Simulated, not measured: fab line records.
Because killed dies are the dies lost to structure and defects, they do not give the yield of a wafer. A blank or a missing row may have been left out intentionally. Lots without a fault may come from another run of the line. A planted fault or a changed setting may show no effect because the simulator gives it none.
Chamber matching    flow n5 finfet    rie si-01 running N5_FIN_SAQP_FIN_ETCH_36: 4 sister chambers
The step etches the open film in HBr/Cl2/O2, target depth 120 nm, time 50.4 s. 14 wafers are shown with their chamber, then 7 later ones without.

WAFERS, EACH WITH ITS CHAMBER
wafer   chamber  throttle valve pct (%)  drypump motor current A (A)  oes product au (a.u.)
L078.1  2        35.8                    4.8                          1.021
L078.4  0        36.1                    6.1                          0.976
L078.5  1        36.2                    5.8                          1.021
L089.2  0        36.1                    6.0                          0.978
L089.3  2        35.8                    4.8                          1.021
L089.5  1        36.2                    5.7                          1.020
L090.4  3        35.6                    5.5                          1.001
L090.5  1        36.2                    5.7                          1.018
L090.6  2        35.8                    4.8                          1.022
L091.2  2        35.8                    4.8                          1.029
L091.4  1        36.2                    5.8                          1.016
L091.6  3        35.6                    5.5                          1.007
L092.3  3        35.5                    5.5                          1.008
L092.4  0        36.1                    6.1                          0.958

SIGNATURES (means of the wafers above)
reading                  chamber 0  chamber 1  chamber 2  chamber 3  scatter within a chamber
throttle valve pct       36.100     36.200     35.800     35.567     0.0258
drypump motor current A  6.067      5.750      4.800      5.500      0.0408
oes product au           0.97067    1.01875    1.02325    1.00533    0.00575
Rule: for each reading, subtract the chamber's mean from the wafer's reading, divide by that reading's scatter and square the result; add these up over the readings and take the root, which gives the wafer's distance from the chamber. If the next closest chamber is less than 2 further off than the closest, the wafer can't be placed; otherwise it belongs to the closest. How the scatter is found: for the shown wafers, subtract from each reading the mean of its chamber, square and add these, divide the total by (wafers less chambers), then take the root.

WAFERS WITH NO CHAMBER GIVEN
wafer   throttle valve pct (%)  drypump motor current A (A)  oes product au (a.u.)
L092.5  35.6                    5.5                          1.006
L093.1  36.1                    6.0                          0.969
L093.2  36.2                    5.8                          1.005
L093.6  35.8                    4.8                          1.016
L095.2  36.1                    6.0                          0.982
L095.3  35.8                    4.8                          1.038
L095.6  36.2                    5.8                          1.008

THE CHAMBER EACH PASSED THROUGH
wafer   from the rows above  in truth
L092.5  3                    3
L093.1  0                    0
L093.2  1                    1
L093.6  2                    2
L095.2  0                    0
L095.3  2                    2
L095.6  1                    1
Correctly placed: 7 of 7. Number that these rows cannot place: 0. Placed wrongly: 0.
